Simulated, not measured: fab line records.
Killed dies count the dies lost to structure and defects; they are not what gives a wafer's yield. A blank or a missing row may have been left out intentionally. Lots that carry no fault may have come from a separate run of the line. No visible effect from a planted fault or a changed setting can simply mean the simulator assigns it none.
fab line records | flow n5Finfet
record: lots: 6 wafers: 18 lastDay: 17
route steps=1938 shown BEOL_M1@788 BEOL_M4@1111 PASSIVATION@1936
lots untouched by any fault: they come from a run of this same line in which no faults occurred
startH: start of the lot's first displayed wafer, in hours after the record's first day | waitH: time in hours since the lot's previous step | " unchanged from the row above | L1.1+2: a single row standing in for several wafers | - no value, or no start was given | * or withheld: withheld | < > ~ a bound
route shown NAME@n: a module of which the file shows steps, and the number in the route of the first | usual: mean/standard deviation of fault-free wafers | same: alike in all rows | chamber/n: place in a boat | sites: the reading at each site | _std_site: how widely they spread, as a standard deviation | _edge_site: outer sites' mean less inner sites' | radiusMm: how far each site lies from the wafer's centre | mask NAME#n: copy n | behind: the most recent tool/chamber to have shaped the wafer | hold: the reason the lot was held/the length of the hold in hours/how it ended | device: which transistor (n, p or np) failed to switch | end of line: the same wafers' tests at the end of the route | step lacking rows: just its recipe | killed: at the first sort, the dies lost to defects and structure; wafer yield is something else | map: a wafer's dies, x killed, . not, _ none there
set.NAME: setting as actually run; set.NAME@STEP: the setting as run at that earlier step | model.NAME: the simulator's own value behind a step, which no gauge read
certain route steps with their lots: each step a table, each wafer a row
services: from which hour (startH, from the record's first day; less than 0 if before it) a tool's chamber was out of use, for how many hours, and why
== steps ==
step: N5_BEOL_M1_INSPECT_30
recipe: mode: adi inspectInstrument: brightfield
usual: rawDefectCount: 424/83
columns lot.wafer tool chamber startH waitH rawDefectCount
L118.2 defectInspect-02 - 137.32 0.0 479
L118.3 " - " " 431
L118.6 " - " " 320
L121.1 defectInspect-02 - 161.59 0.1 544
L121.4 " - " " 549
L121.5 " - " " 515
L124.1 defectInspect-01 - 168.84 0.1 349
L124.2 " - " " 354
L124.4 " - " " 406
L134.4 defectInspect-02 - 230.65 0.0 561
L134.5 " - " " 351
L134.6 " - " " 369
L136.2 defectInspect-02 - 247.70 0.0 634
L136.3 " - " " 324
L136.6 " - " " 483
L137.1 defectInspect-02 - 254.08 0.1 452
L137.4 " - " " 485
L137.5 " - " " 415
step: N5_BEOL_M1_DESCUM_33
recipe: chemistry: O2 timeS: 7 sourcePowerW: 50 biasPowerW: 20 pressureMtorr: 20 rfFrequencyHz: 2.712e+07 tempC: 40 resist: CAR-EUV o2FlowSccm: 225
usual: drypumpMotorCurrentA: 5.41/0.26 oesProductAu: 0.78/0.096 rfVppV: 243.6/1.1 showerheadPlenumPTorr: 2.12/0.049 throttleValvePct: 20.39/0.24
columns lot.wafer tool chamber startH waitH drypumpMotorCurrentA oesProductAu rfHoursCounterH rfVppV showerheadPlenumPTorr throttleValvePct
L118.2 rieDiel-05 2 137.35 0.0 5.67 0.68 245 243.4 2.14 20.37
L118.3 " 0 " " 5.02 0.68 237 243.9 2.13 20.64
L118.6 " 0 " " 5.02 0.69 - 244.6 2.13 20.65
L121.1 rieDiel-06 0 161.63 0.0 5.11 0.74 144 246.4 2.19 20.36
L121.4 " 2 " " 5.90 0.74 185 242.9 2.09 20.80
L121.5 " 3 " " 5.36 0.71 - 242.7 2.09 20.62
L124.1 rieDiel-03 1 168.88 0.0 5.29 0.83 55 245.1 2.22 20.38
L124.2 " 0 " " 5.95 0.72 188 244.6 2.08 20.15
L124.4 " 0 " " 5.92 0.72 - 243.6 2.08 20.15
L134.4 rieDiel-06 0 230.70 0.0 5.11 0.72 - 245.7 2.19 20.37
L134.5 " 1 " " 5.43 0.93 - 245.1 2.13 20.10
L134.6 " 3 " " 5.35 0.69 - 244.0 2.08 20.67
L136.2 rieDiel-06 1 247.73 0.0 5.44 0.92 16 243.6 2.13 20.10
L136.3 " 0 " " 5.06 0.72 172 245.3 2.18 20.40
L136.6 " 1 " " 5.41 0.92 - 243.2 2.13 20.09
L137.1 rieDiel-06 2 254.11 0.0 5.91 0.73 210 242.1 2.08 20.83
L137.4 " 1 " " 5.43 0.93 18 244.9 2.13 20.10
L137.5 " 3 " " 5.33 0.69 - 242.1 2.08 20.70
step: N5_BEOL_M1_ETCH_77
recipe: chemistry: N2/H2 target: underlayer targetDepthA: 65 maskMaterial: CAR-EUV timeS: 5.2 ionEnergyEv: 200 pressureMtorr: 30 sourceW: 840 biasW: 150 n2FlowSccm: 200 h2FlowSccm: 200 ends: cleared
step: N5_BEOL_M1_ETCH_69
recipe: chemistry: CF4 target: SiARC targetDepthA: 156 maskMaterial: CAR-EUV timeS: 26 ionEnergyEv: 80 pressureMtorr: 40 sourceW: 545 biasW: 36 Ar_flow_sccm: 100 cf4FlowSccm: 100 ends: cleared
step: N5_BEOL_M1_ALD_98
recipe: material: SiO2 targetThkA: 25 tempC: 100 aldPrecursorFamily: BDEAS aldCoReactant: O2-plasma pulseTimeS: 1 coReactantPulseTimeS: 1 purgeTimeS: 2 coReactantPurgeTimeS: 2 aldCycles: 17 pressureTorr: 2
usual: heaterPowerOuterW: 40/4 heaterPowerW: 77/6 precursorPulseHeightRel: 1.001/0.02
same: coReactantPurgeTimeS: 2 purgeTimeS: 2
columns lot.wafer tool chamber startH waitH heaterPowerOuterW heaterPowerW precursorPulseHeightRel sinceWetCleanH
L118.2 aldSin-01 0 137.48 0.1 41 85 0.970 130
L118.3 " 2 " " 41 74 0.996 130
L118.6 " 3 " " 36 72 0.980 -
L121.1 aldSin-01 3 161.76 0.1 36 72 1.047 154
L121.4 " 1 " " 42 79 0.989 154
L121.5 " 3 " " 36 73 1.013 -
L124.1 aldSin-02 2 169.04 0.1 43 77 0.990 70
L124.2 " 1 " " 41 78 0.994 70
L124.4 " 3 " " 43 78 0.972 70
L134.4 aldSin-01 2 230.82 0.0 42 76 1.036 223
L134.5 " 3 " " 37 75 0.995 -
L134.6 " 2 " " 43 76 1.011 -
L136.2 aldSin-02 1 247.86 0.1 42 78 1.005 148
L136.3 " 0 " " 31 64 1.022 148
L136.6 " 0 " " 30 65 1.003 -
L137.1 aldSin-01 3 254.25 0.1 35 73 1.010 247
L137.4 " 0 " " 42 81 0.965 247
L137.5 " 3 " " 37 72 1.002 -
step: N5_BEOL_M1_ETCHBACK_99
recipe: chemistry: CHF3 target: SiO2 targetDepthA: 50 timeS: 10.4 sourceW: 215 biasW: 47 Ar_flow_sccm: 200 CHF3_flow_sccm: 12 ionEnergyEv: 100 pressureMtorr: 30
step: N5_BEOL_M1_ETCH_70
recipe: chemistry: N2/H2 target: SOC targetDepthA: 800 overetchA: 160 maskMaterial: SiARC tempC: 40 timeS: 120 ionEnergyEv: 200 pressureMtorr: 30 sourceW: 840 biasW: 150 n2FlowSccm: 200 h2FlowSccm: 200
usual: drypumpMotorCurrentA: 5.43/0.29 h2FlowSccm: 200.0/0.53 oesProductAu: 0.59/0.073 rfFwdPowerW: 835.6/2.9 rfVppV: 524.6/2 showerheadPlenumPTorr: 2.57/0.067 throttleValvePct: 17.8/0.31
columns lot.wafer tool chamber startH waitH drypumpMotorCurrentA h2FlowSccm oesProductAu rfFwdPowerW rfHoursCounterH rfVppV showerheadPlenumPTorr throttleValvePct
L118.2 rieDiel-05 1 137.64 0.0 5.46 200.2 0.72 836.4 10 521.5 2.50 17.3
L118.3 " 3 " " 5.32 200.5 0.57 837.7 144 523.6 2.54 17.9
L118.6 " 1 " " 5.47 199.8 0.73 835.5 - 523.0 2.50 17.3
L121.1 rieDiel-03 2 172.21 0.0 5.28 200.4 0.53 836.9 227 522.9 2.51 18.1
L121.4 " 3 " " 5.15 199.4 0.53 837.0 239 524.5 2.63 18.2
L121.5 " 1 " " 5.29 199.8 0.64 836.6 - 527.7 2.68 17.6
L124.1 rieDiel-03 3 175.16 0.0 5.13 199.7 0.53 834.7 240 525.6 2.63 18.2
L124.2 " 2 " " 5.26 199.8 0.53 837.4 228 523.0 2.51 18.1
L124.4 " 1 " " 5.28 199.2 0.63 835.3 56 528.7 2.68 17.6
L134.4 rieDiel-03 1 235.61 0.0 5.30 200.7 0.61 829.3 - 526.8 2.67 17.6
L134.5 " 2 " " 5.26 200.0 0.51 832.1 - 524.1 2.50 18.1
L134.6 " 0 " " 5.97 199.7 0.54 836.1 - 524.9 2.51 17.5
L136.2 rieDiel-03 0 248.57 0.0 5.91 200.4 0.54 836.4 213 522.7 2.51 17.5
L136.3 " 3 " " 5.11 199.1 0.74 837.7 3 526.4 2.62 17.8
L136.6 " 1 " " 5.28 199.4 0.61 835.2 - 528.7 2.67 17.6
L137.1 rieDiel-05 0 256.79 0.0 5.03 200.4 0.73 839.2 12 526.5 2.62 17.9
L137.4 " 1 " " 5.49 199.5 0.67 834.3 48 521.7 2.48 17.4
L137.5 " 0 " " 4.99 200.1 0.73 841.8 - 526.4 2.62 17.9
step: N5_BEOL_M1_STRIP_71
recipe: chemistry: N2/H2 tempC: 40 n2FlowSccm: 200 h2FlowSccm: 200 rfFrequencyHz: 6e+07
step: N5_BEOL_M1_STRIP_78
recipe: chemistry: N2/H2 tempC: 40 n2FlowSccm: 200 h2FlowSccm: 200 rfFrequencyHz: 6e+07
step: N5_BEOL_M1_VIA_ETCH_34
recipe: chemistry: C4F6/O2 targetDepthA: 678 maskMaterial: SOC pressureMtorr: 15 ionEnergyEv: 250 taperDeg: 4 timeS: 64.4 sourceW: 350 biasW: 170 Ar_flow_sccm: 300 C4F6_flow_sccm: 10 O2_flow_sccm: 10
step: N5_BEOL_M1_STRIP_83
recipe: chemistry: C4F6/O2 resist: SiARC rfFrequencyHz: 6e+07
step: N5_BEOL_M1_STRIP_36
recipe: chemistry: N2/H2 powerW: 450 tempC: 40 pressureMtorr: 20 rfFrequencyHz: 6e+07 overashFraction: 0.3 biasPowerW: 7 h2Frac: 0.5 n2FlowSccm: 200 h2FlowSccm: 200
usual: drypumpMotorCurrentA: 5.43/0.29 h2FlowSccm: 200.0/0.6 oesProductAu: 0.77/0.1 rfVppV: 59.2/1.6 showerheadPlenumPTorr: 2.57/0.067 throttleValvePct: 23.6/0.38
columns lot.wafer tool chamber startH waitH drypumpMotorCurrentA h2FlowSccm oesProductAu rfHoursCounterH rfVppV showerheadPlenumPTorr throttleValvePct
L118.2 rieDiel-05 1 137.80 0.0 5.45 200.6 0.97 10 58.7 2.49 23.2
L118.3 " 3 " " 5.31 200.1 0.75 144 60.2 2.53 23.9
L118.6 " 1 " " 5.47 199.8 0.96 - 59.4 2.49 23.2
L121.1 rieDiel-03 2 172.37 0.0 5.25 200.5 0.69 227 60.3 2.50 23.9
L121.4 " 3 " " 5.14 199.6 0.68 239 61.2 2.62 24.0
L121.5 " 1 " " 5.29 200.2 0.83 - 62.2 2.67 23.3
L124.1 rieDiel-03 3 175.32 0.0 5.17 199.7 0.69 240 60.3 2.62 24.0
L124.2 " 2 " " 5.26 200.1 0.68 228 60.6 2.50 24.0
L124.4 " 1 " " 5.26 199.8 0.83 56 58.7 2.67 23.3
L134.4 rieDiel-03 1 235.75 0.0 5.30 199.9 0.79 - 59.3 2.66 23.3
L134.5 " 2 " " 5.25 199.4 0.67 - 57.2 2.50 24.0
L134.6 " 0 " " 5.96 200.6 0.69 - 59.8 2.50 23.1
L136.2 rieDiel-03 0 248.73 0.0 5.93 199.1 0.69 213 57.4 2.50 23.2
L136.3 " 3 " " 5.13 199.8 0.97 3 60.9 2.62 23.7
L136.6 " 1 " " 5.30 199.3 0.78 - 61.8 2.66 23.4
L137.1 rieDiel-05 0 256.95 0.0 5.02 200.6 0.96 12 59.6 2.62 23.8
L137.4 " 1 " " 5.46 199.1 0.88 48 58.1 2.47 23.3
L137.5 " 0 " " 5.02 200.4 0.96 - 58.5 2.62 23.7
step: N5_BEOL_M1_TRENCH_ETCH_37
recipe: chemistry: C4F6/O2 targetDepthA: 552.07 target: SiOC timeS: 29 ionEnergyEv: 250 pressureMtorr: 30 sourceW: 355 biasW: 185 Ar_flow_sccm: 300 C4F6_flow_sccm: 10 O2_flow_sccm: 10
usual: drypumpMotorCurrentA: 5.43/0.28 mfcArSccm: 300.0/0.9 oesProductAu: 0.77/0.1 rfFwdPowerW: 350.0/1.8 rfVppV: 667/9 showerheadPlenumPTorr: 2.88/0.08 throttleValvePct: 20.83/0.24
columns lot.wafer tool chamber startH waitH drypumpMotorCurrentA mfcArSccm oesProductAu rfFwdPowerW rfHoursCounterH rfVppV showerheadPlenumPTorr throttleValvePct model.etch.depthNm model.BEOL_M1.featureDepthNm
L118.2 rieDiel-05 1 137.84 - 5.48 300.5 0.96 348.1 10 667 2.79 20.36 56.66 56.6
L118.3 " 3 " " 5.31 299.2 0.75 350.9 144 672 2.85 20.91 56.28 56.2
L118.6 " 1 " " 5.45 300.2 0.96 346.9 - 665 2.79 20.36 56.59 56.6
L121.1 rieDiel-03 2 172.41 - 5.29 299.5 0.69 349.5 227 659 2.81 20.96 54.32 54.4
L121.4 " 3 " " 5.19 301.2 0.69 351.7 239 689 2.91 21.09 55.38 55.4
L121.5 " 1 " " 5.27 301.0 0.82 350.0 - 667 3.03 20.91 55.17 55.2
L124.1 rieDiel-03 3 175.36 - 5.15 299.8 0.68 350.1 240 689 2.91 21.07 55.18 55.2
L124.2 " 2 " " 5.22 301.1 0.69 350.0 228 660 2.81 20.98 53.93 54
L124.4 " 1 " " 5.31 298.1 0.82 350.4 56 668 3.03 20.91 55.34 55.4
L134.4 rieDiel-03 1 235.78 - 5.28 300.6 0.74 265.2 - 766 3.02 20.93 49.15 49.2
L134.5 " 2 " " 5.24 300.5 0.63 264.1 - 760 2.80 21.01 48.92 49
L134.6 " 0 " " 5.94 299.9 0.65 265.6 - 768 2.81 20.58 48.07 48
L136.2 rieDiel-03 0 248.77 - 5.93 300.6 0.65 264.8 213 768 2.81 20.56 48.57 48.6
L136.3 " 3 " " 5.17 300.0 0.91 264.5 3 791 2.90 20.71 51.24 51.2
L136.6 " 1 " " 5.28 300.6 0.75 265.0 - 765 3.02 20.93 49.43 49.4
L137.1 rieDiel-05 0 256.99 - 5.02 299.7 0.96 352.5 12 658 2.91 20.86 55.79 55.8
L137.4 " 1 " " 5.44 300.9 0.88 349.0 48 667 2.77 20.42 56.03 56
L137.5 " 0 " " 5.03 298.0 0.96 353.3 - 658 2.91 20.85 55.41 55.4
step: N5_BEOL_M1_ETCH_41
recipe: chemistry: CH3F/O2 target: SiCN targetDepthA: 319 taperDeg: 2 timeS: 57.8 ionEnergyEv: 120 maskMaterial: TiN pressureMtorr: 30 sourceW: 395 biasW: 75 Ar_flow_sccm: 150 CH3F_flow_sccm: 30 O2_flow_sccm: 20
step: N5_BEOL_M1_STRIP_97
recipe: chemistry: N2/H2 timeS: 10 powerW: 450 tempC: 40 pressureMtorr: 20 rfFrequencyHz: 6e+07 biasPowerW: 7 n2FlowSccm: 200 h2FlowSccm: 200
usual: drypumpMotorCurrentA: 5.43/0.29 h2FlowSccm: 200.0/0.53 oesProductAu: 0.77/0.1 rfVppV: 59.2/0.9 showerheadPlenumPTorr: 2.57/0.067 throttleValvePct: 23.6/0.38
columns lot.wafer tool chamber startH waitH drypumpMotorCurrentA h2FlowSccm oesProductAu rfHoursCounterH rfVppV showerheadPlenumPTorr throttleValvePct
L118.2 rieDiel-05 1 - - 5.47 199.8 0.96 10 58.7 2.49 23.2
L118.3 " 3 " " 5.30 199.5 0.75 144 59.3 2.53 23.9
L118.6 " 1 " " 5.45 200.6 0.96 - 58.3 2.49 23.2
L121.1 rieDiel-03 2 - - 5.26 200.1 0.69 227 58.6 2.50 24.0
L121.4 " 3 " " 5.15 200.8 0.69 239 58.8 2.62 24.0
L121.5 " 1 " " 5.27 200.7 0.84 - 59.8 2.67 23.3
L124.1 rieDiel-03 3 - - 5.15 200.6 0.70 240 60.3 2.62 24.0
L124.2 " 2 " " 5.27 200.2 0.69 228 59.7 2.50 24.0
L124.4 " 1 " " 5.29 199.7 0.83 56 60.2 2.67 23.3
L134.4 rieDiel-03 1 - - 5.29 199.9 0.80 - 59.9 2.66 23.3
L134.5 " 2 " " 5.26 199.9 0.68 - 57.1 2.50 24.0
L134.6 " 0 " " 5.94 200.2 0.71 - 58.8 2.50 23.1
L136.2 rieDiel-03 0 - - 5.94 200.5 0.70 213 59.3 2.50 23.2
L136.3 " 3 " " 5.15 199.8 0.97 3 58.1 2.62 23.6
L136.6 " 1 " " 5.30 200.5 0.80 - 59.0 2.66 23.3
L137.1 rieDiel-05 0 - - 5.06 199.5 0.97 12 59.4 2.62 23.7
L137.4 " 1 " " 5.48 200.7 0.89 48 59.1 2.48 23.2
L137.5 " 0 " " 5.03 199.5 0.97 - 60.0 2.62 23.8
step: N5_BEOL_M1_OCD_MEAS_38
usual: trenchDepthNm: 55.2/1.1
columns lot.wafer tool chamber startH waitH trenchDepthNm
L118.2 ocd-01 - 138.00 - 56.5
L118.3 " - " " 55.8
L118.6 " - " " 56.4
L121.1 ocd-01 - 172.56 - 54.4
L121.4 " - " " 55.0
L121.5 " - " " 54.9
L124.1 ocd-02 - 175.52 - 55.1
L124.2 " - " " 54.2
L124.4 " - " " 55.5
L134.4 ocd-02 - 235.93 - 49.2
L134.5 " - " " 48.5
L134.6 " - " " 47.9
L136.2 ocd-01 - 248.93 - 48.5
L136.3 " - " " 51.6
L136.6 " - " " 49.0
L137.1 ocd-01 - 257.15 - 56.0
L137.4 " - " " 55.3
L137.5 " - " " 55.1
step: N5_BEOL_M1_HM_STRIP_39
recipe: chemistry: peroxideTinStrip material: TiN targetDepthA: 250 tempC: 50 timeS: 158
step: N5_BEOL_M4_RC_MEAS_101
usual: DIBL_N: 36.4/1.7 DIBL_P: 36.4/2.1 IOFF_N: 0.16/0.035 IOFF_P: 0.21/0.035 ION_N: 680/11 ION_P: 465/6.8 SS_N: 71.5/0.58 SS_P: 73.2/0.72 VT_N: 249/3.6 VT_P: -250/3.1
columns lot.wafer tool chamber startH waitH DIBL_N[mV/V] DIBL_P[mV/V] IOFF_N[nA/um] IOFF_P[nA/um] ION_N[uA/um] ION_P[uA/um] SS_N[mV/dec] SS_P[mV/dec] VT_N[mV] VT_P[mV]
L118.2 prober-01 0 181.77 0.2 35.2 36.4 0.15 0.22 673 459 71.3 73.8 250 -253
L118.3 " 0 " " 37.7 38.3 0.21 0.26 691 470 72.4 74.5 245 -249
L118.6 " 0 " " 37.4 38.8 0.19 0.26 680 462 72.1 73.9 246 -250
L121.1 prober-02 0 209.34 0.0 35.2 36.3 0.14 0.19 671 461 71.4 72.7 249 -254
L121.4 " 0 " " 38.1 38.2 0.19 0.22 691 470 71.7 73.9 251 -252
L121.5 " 0 " " 32.7 32.5 0.11 0.14 664 453 70.7 71.8 255 -255
L124.1 prober-02 0 214.89 0.6 36.7 36.4 0.16 0.20 676 465 71.1 73.1 248 -253
L124.2 " 0 " " 34.7 34.5 0.13 0.17 670 457 71.3 72.2 254 -256
L124.4 " 0 " " 37.1 37.6 0.19 0.22 702 473 71.4 73.8 248 -252
L134.4 prober-02 0 279.37 0.5 36.5 36.7 0.16 0.20 685 468 72.0 73.7 247 -250
L134.5 " 0 " " 34.5 34.0 0.12 0.15 672 455 71.4 73.0 254 -255
L134.6 " 0 " " 37.0 37.9 0.17 0.21 676 461 71.5 73.7 249 -252
L137.1 prober-02 0 293.24 0.0 40.7 41.2 0.28 0.30 710 472 72.3 74.5 239 -245
L137.4 " 0 " " 37.0 36.5 0.18 0.22 693 477 71.4 73.0 247 -248
L137.5 " 0 " " 40.4 40.9 0.25 0.29 697 473 71.9 74.7 240 -248
L136.2 prober-01 0 302.55 0.2 37.1 37.9 0.21 0.21 674 452 72.1 74.1 248 -253
L136.3 " 0 " " 39.2 40.1 0.27 0.26 705 470 73.0 74.4 239 -249
L136.6 " 0 " " 37.0 37.6 0.20 0.21 678 457 72.6 73.2 247 -251
step: N5_PASSIVATION_PROBE_49
usual: defectLimitedYield: 91.3/1.4 killed_at_M0_to_M3: 36/11 killed_at_M4_up: 13/5.2 killedAtContacts: 13/6.5 killedAtFrontEnd: 37/11 killedAtOther: 3.6/2.9 killedDies: 103/17 killedOpen: 68/12 killedShort: 33/7.3 sort_bin_4_leakage: 0.01/0.039 sort_bin_5_function: 5.2/0.91 sort_bin_6_memory: 3.2/0.67 sortNPass: 1077/17 sortYieldPct: 91.3/1.4
same: grossDies: 1180 killedAtBackSide: 0 sort_bin_8_speed[%]: 0
columns lot.wafer tool chamber startH waitH defectLimitedYield[%] killed_at_M0_to_M3 killed_at_M4_up killedAtContacts killedAtFrontEnd killedAtOther killedDies killedOpen killedShort sort_bin_4_leakage[%] sort_bin_5_function[%] sort_bin_6_memory[%] sortNPass sortYieldPct[%]
L121.1 prober-01 - 320.31 0.0 89.8 46 18 9 37 10 120 83 29 0 5.8 3.3 1060 89.8
L121.4 prober-01 - 320.46 0.2 90.3 52 10 12 39 1 114 76 38 0 5.0 4.3 1066 90.3
L121.5 prober-01 - 320.51 0.2 88.7 64 15 6 44 4 133 95 38 0 6.9 3.8 1047 88.7
L137.1 prober-01 - 400.06 0.0 91.4 34 19 6 40 3 102 68 28 0.17 5.4 2.7 1076 91.2
L137.4 prober-01 - 400.21 0.2 93.7 36 6 5 23 4 74 53 20 0 3.1 3.0 1106 93.7
L137.5 prober-01 - 400.26 0.2 93.2 24 14 6 31 5 80 50 27 0.08 3.6 3.0 1099 93.1
L136.2 prober-02 - 409.71 0.1 89.2 42 19 15 47 4 127 89 37 0 7.0 3.7 1053 89.2
L136.3 prober-02 - 409.76 0.1 89.5 51 16 12 41 4 124 88 36 0 6.0 4.1 1056 89.5
L136.6 prober-02 - 409.91 0.3 90.8 44 18 10 33 3 108 71 36 0 5.9 2.7 1072 90.8
killed by level:class
L121.1 BEOL_M2:geometricParticle:open=14 BEOL_M3:geometricParticle:open=13 BEOL_M4:geometricParticle:open=10 HKMG_FIN:areaEtch=8 STI_FIN_REVEAL:geometricParticle:open=7 FIN_SAQP:geometricParticle:open=6 FIN_SAQP:geometricParticle:short=6 BEOL_M0_SAQP:geometricParticle:open=6
L121.4 BEOL_M0_SAQP:geometricParticle:open=14 BEOL_M2:geometricParticle:open=13 BEOL_M0_SAQP:geometricParticle:short=12 FIN_SAQP:geometricParticle:open=10 MOL_CONTACT_COAG:geometricParticle:open=10 FIN_SAQP:geometricParticle:short=7 BEOL_M4:geometricParticle:open=6 BEOL_M3:geometricParticle:open=5
L121.5 BEOL_M2:geometricParticle:open=20 STI_FIN_REVEAL:geometricParticle:open=17 BEOL_M3:geometricParticle:open=13 BEOL_M0_SAQP:geometricParticle:open=9 FIN_SAQP:geometricParticle:open=8 BEOL_M0_SAQP:geometricParticle:short=8 FIN_SAQP:geometricParticle:short=7 BEOL_M1:geometricParticle:open=5
L137.1 BEOL_M3:geometricParticle:open=12 BEOL_M4:geometricParticle:open=8 FIN_SAQP:geometricParticle:open=7 STI_FIN_REVEAL:geometricParticle:open=7 ILD0:geometricParticle:open=6 FIN_SAQP:geometricParticle:short=4 ILD0:geometricParticle:short=4 MOL_CONTACT_COAG:geometricParticle:open=4
L137.4 BEOL_M1:geometricParticle:open=10 BEOL_M3:geometricParticle:open=8 FIN_SAQP:geometricParticle:open=7 BEOL_M2:geometricParticle:open=7 FIN_SAQP:geometricParticle:short=5 MOL_CONTACT_COAG:geometricParticle:open=4 BEOL_M0_SAQP:geometricParticle:open=3 STARTING-WAFER:geometricParticle:open=3
L137.5 BEOL_M4:geometricParticle:open=10 BEOL_M0_SAQP:geometricParticle:short=7 BEOL_M0_SAQP:geometricParticle:open=6 FIN_SAQP:geometricParticle:open=5 STI_FIN_REVEAL:geometricParticle:open=5 MOL_CONTACT_COAG:geometricParticle:short=4 FIN_SAQP:geometricParticle:short=3 FIN_CUT:geometricParticle:open=3
L136.2 FIN_SAQP:geometricParticle:short=12 MOL_CONTACT_COAG:geometricParticle:open=12 BEOL_M4:geometricParticle:open=12 FIN_SAQP:geometricParticle:open=10 BEOL_M0_SAQP:geometricParticle:open=10 BEOL_M2:geometricParticle:open=10 BEOL_M1:geometricParticle:open=8 GATE_CUT:geometricParticle:short=6
L136.3 MOL_CONTACT_COAG:geometricParticle:open=10 BEOL_M0_SAQP:geometricParticle:open=10 FIN_SAQP:geometricParticle:short=9 BEOL_M2:geometricParticle:open=9 BEOL_M3:geometricParticle:open=9 BEOL_M4:geometricParticle:open=9 STI_FIN_REVEAL:geometricParticle:open=8 FIN_SAQP:geometricParticle:open=7
L136.6 BEOL_M0_SAQP:geometricParticle:open=10 BEOL_M0_SAQP:geometricParticle:short=9 BEOL_M3:geometricParticle:open=9 MOL_CONTACT_COAG:geometricParticle:open=8 FIN_SAQP:geometricParticle:open=7 FIN_SAQP:geometricParticle:short=6 BEOL_M1:geometricParticle:open=5 BEOL_M2:geometricParticle:open=5
== services ==
columns tool chamber startH hours kind
rieDiel-06 2 118.80 26.8 repair
aldSin-01 1 126.81 11.3 repair
aldSin-01 2 138.37 4.5 repair
rieDiel-05 2 156.15 - clean
rieDiel-05 2 156.15 - consumableReplace:focusRing
rieDiel-05 2 156.15 14.8 scheduledDown
rieDiel-05 2 156.15 14.8 ventCycle
rieDiel-06 0 169.70 4.3 repair
rieDiel-05 - 184.13 1.2 repair
rieDiel-03 3 207.89 9.7 repair
rieDiel-03 3 218.18 - clean
rieDiel-03 3 218.18 - consumableReplace:focusRing
rieDiel-03 3 218.18 18.2 scheduledDown
rieDiel-03 3 218.18 18.2 ventCycle
aldSin-02 3 219.01 84.8 repair
rieDiel-03 - 223.67 1.2 repair
rieDiel-06 3 226.39 4.2 repair
rieDiel-06 2 227.03 16.7 repair
aldSin-01 3 241.60 2.5 repair
rieDiel-03 2 249.30 - clean
rieDiel-03 2 249.30 - consumableReplace:focusRing
rieDiel-03 2 249.30 16.8 scheduledDown
rieDiel-03 2 249.30 16.8 ventCycle
rieDiel-03 - 252.99 2.8 pm
== key ==
firstSign: step: N5_BEOL_M1_TRENCH_ETCH_37 reading: rfFwdPowerW direction: down sigmas: 47 usual: * struck: *
effect: step: N5_BEOL_M1_TRENCH_ETCH_37 reading: rfVppV direction: up sigmas: 11 usual: 667 struck: 770
effect: step: N5_BEOL_M1_OCD_MEAS_38 reading: trenchDepthNm direction: down sigmas: 5.7 usual: 55.2 struck: 49.1
modelEffect: step: N5_BEOL_M1_TRENCH_ETCH_37 value: etch.depthNm without: 54.74 struck: 49.23
metAt N5_BEOL_M1_TRENCH_ETCH_37
struckWafers L134.4,L134.5,L134.6,L136.2,L136.3,L136.6
onsetBetween 175.36 235.78
fault: kind: processParameterDrift tool: rieDiel-03 chamber: - onsetH: 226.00 steps: N5_BEOL_M1_TRENCH_ETCH_37 channel: sourceW offset: -85.2 shape: step endH: 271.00 actsIn: theseRecipesOnly stated: 355
